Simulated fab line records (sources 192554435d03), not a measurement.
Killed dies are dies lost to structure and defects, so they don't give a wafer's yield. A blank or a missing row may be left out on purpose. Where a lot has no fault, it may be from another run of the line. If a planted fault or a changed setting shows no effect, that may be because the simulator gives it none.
Problem report, 8D (eight disciplines) form, completed by code	flow n5_finfet	the parts of the form that need people (team, actions taken, sign-off) are left out

== 1. THE ISSUE ==
Mean M9_ILD_THK at N5_BEOL_M9_THK_MEAS_01: 447 nm over 2 wafers in 2 lots; fault-free wafers: 269 nm, standard deviation 3.4. Relative to the usual mean, that is a shift of +52 standard deviations.
First observed at day 15 04:29: wafer L998.5, on film_metro-01. Wafers with a number at this step in the record: 27, from 9 lots. By rule, "out" or "out of limits" means more than 4 standard deviations away from the usual mean. All remaining wafers that have a number are taken as sound.

== 2. WHAT IT IS, AND WHAT IT ISN'T ==
question	is	is not
which readings at this step	M9_ILD_THK	-
which lots	L101, L998	L105, L107, L108, L109, L987, L990, L992
which wafers of those lots	L101.3, L998.5	L101.2, L101.5, L998.2, L998.4
read on which gauges	film_metro-01	film_metro-02
when	from day 15 04:29	up to then (11 sound wafers); but 14 sound wafers of L101, L105, L107, L108, L109 came after

== 3. SUSPECTS, AND WHAT RULES EACH OUT ==
Counting: a tool at a process step up to the reading stays a suspect if it ran every lot that is out. Sound lots after the first of them don't rule it out here, since some wafers of a struck lot are sound.
- the gauge at N5_BEOL_M9_THK_MEAS_01: ruled out. All the wafers that are out were read on film_metro-01, but those of them that N5_BEOL_M9_ILD_DEP_00 has rows for are out there too, on other tools.
- pecvd-03 at N5_BEOL_M9_ILD_DEP_00 (deposits SiCOH lowk from DEMS/porogen, target thk 308.51 nm, time 58 s): kept. Every lot that is out went through it, the first being L998 (day 15 03:54); the last sound lot it ran before that was L990 (day 12 16:02). On those wafers its own readings are out: run_length_s.
- pecvd-03, N5_BEOL_M9_ILD_DEP_00: wafers that are out in chamber 0, sound lot-mates in chambers 1, 2.
The count leaves pecvd-03 at N5_BEOL_M9_ILD_DEP_00.

== 4. THE CAUSE (what the simulator had put in) ==
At N5_BEOL_M9_ILD_DEP_00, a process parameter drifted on pecvd-03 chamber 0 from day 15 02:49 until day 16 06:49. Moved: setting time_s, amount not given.
This tool alone remained once counting was done.

== 5. THE EFFECT CHAIN, in route order ==
Each row: a reading where the mean over the struck wafers with a number is more than 3 standard deviations away from the usual. Scope: only readings with a usual standard deviation given in the record; hours: median across lots of the time from each lot's start at the first step in this table that gives one to its start at this step; sigmas: change in usual standard deviations.
hours	step	reading	usual	on struck wafers	change	sigmas
0	N5_BEOL_M9_ILD_DEP_00	run_length_s	100.9 s	139.6	+38.7	+68
1	N5_BEOL_M9_THK_MEAS_01	M9_ILD_THK	269 nm	447	+178	+52
71	N5_PASSIVATION_PROBE_49	defect_limited_yield	90.9 %	0.0	-90.9	-65
71	N5_PASSIVATION_PROBE_49	killed_at_M4_up	13	1070	+1058	+99 or more
71	N5_PASSIVATION_PROBE_49	killed_dies	107	1180	+1073	+67
71	N5_PASSIVATION_PROBE_49	killed_on_rim	14	152	+138	+38
71	N5_PASSIVATION_PROBE_49	sort_bin_5_function	5.3 %	95.6	+90.3	+96
71	N5_PASSIVATION_PROBE_49	sort_n_pass	1073	0	-1073	-67
71	N5_PASSIVATION_PROBE_49	sort_yield_pct	90.9 %	0.0	-90.9	-65
Process steps it contains:
- N5_BEOL_M9_ILD_DEP_00: deposits SiCOH lowk from DEMS/porogen, target thk 308.51 nm, time 58 s.
- N5_PASSIVATION_PROBE_49

== 6. HOW IT WOULD HAVE BEEN CAUGHT EARLIER ==
Counted from the fault's start at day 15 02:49, it took 2 hours until the first out-of-limits reading at a measuring or inspecting step in this record, taken at day 15 04:29.
At N5_BEOL_M9_ILD_DEP_00, the tool's own readings (run_length_s) were out on each struck wafer the step has a row for, so an alarm limit on them would have fired on the first such wafer.
Of the lots that are out (2), L101 began N5_BEOL_M9_ILD_DEP_00 on pecvd-03 after day 15 04:29. A hold on the tool at that time would have spared it.
